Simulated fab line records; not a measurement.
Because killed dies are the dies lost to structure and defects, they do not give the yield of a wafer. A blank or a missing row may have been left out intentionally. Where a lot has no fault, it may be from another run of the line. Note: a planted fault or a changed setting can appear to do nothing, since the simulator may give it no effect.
Chamber matching + flow nandHarc + NHARC_A_STAIRCASE_ETCH_444 on rieDiel-13 has 4 sister chambers
The step etches the open film in C4F8/O2, target depth 10200 nm, time 3400 s. 8 wafers are shown with their chamber, then 9 later ones without.

== WAFERS WITH THEIR CHAMBER ==
| wafer  | chamber | rfVppV (V) | oesProductAu (a.u.) |
|--------|---------|------------|---------------------|
| L080.3 | 0       | 815        | 0.998               |
| L083.1 | 3       | 799        | 0.954               |
| L083.3 | 2       | 812        | 0.931               |
| L085.1 | 2       | 812        | 0.915               |
| L085.2 | 3       | 800        | 0.935               |
| L086.1 | 1       | 803        | 0.940               |
| L086.3 | 0       | 817        | 0.953               |
| L086.6 | 1       | 805        | 0.924               |

== WAFERS WITH NO CHAMBER GIVEN ==
| wafer  | rfVppV (V) | oesProductAu (a.u.) |
|--------|------------|---------------------|
| L089.1 | 810        | 0.916               |
| L089.2 | 803        | 0.926               |
| L089.5 | 811        | 0.926               |
| L092.1 | 802        | 0.923               |
| L092.3 | 800        | 0.933               |
| L092.5 | 816        | 0.972               |
| L096.1 | 801        | 0.909               |
| L096.3 | 812        | 0.930               |
| L096.4 | 798        | 0.936               |

== WHICH CHAMBER EACH ONE RAN IN ==
| wafer  | from the rows above     | in truth |
|--------|-------------------------|----------|
| L089.1 | 2                       | 2        |
| L089.2 | 1                       | 1        |
| L089.5 | 2                       | 2        |
| L092.1 | can't be placed: 1 or 3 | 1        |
| L092.3 | 3                       | 3        |
| L092.5 | 0                       | 0        |
| L096.1 | can't be placed: 3 or 1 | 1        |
| L096.3 | 2                       | 2        |
| L096.4 | 3                       | 3        |
Correct placement for 7 of the 9. Not placeable from these rows: 2 (in 2, the candidates include the true chamber). Wrongly placed: 0.
How it was worked out, from the rows above alone: a wafer's distance from a chamber is the root of the sum, over the readings, of the square of ((its reading less the chamber's mean) divided by the reading's scatter). If the next closest chamber is less than 2 further off than the closest, the wafer can't be placed; otherwise it belongs to the closest. Each chamber's mean is taken over the wafers shown for it. The scatter: take each reading less its chamber's mean, square it, sum over the shown wafers, divide by the number of wafers less the number of chambers, and take the root.
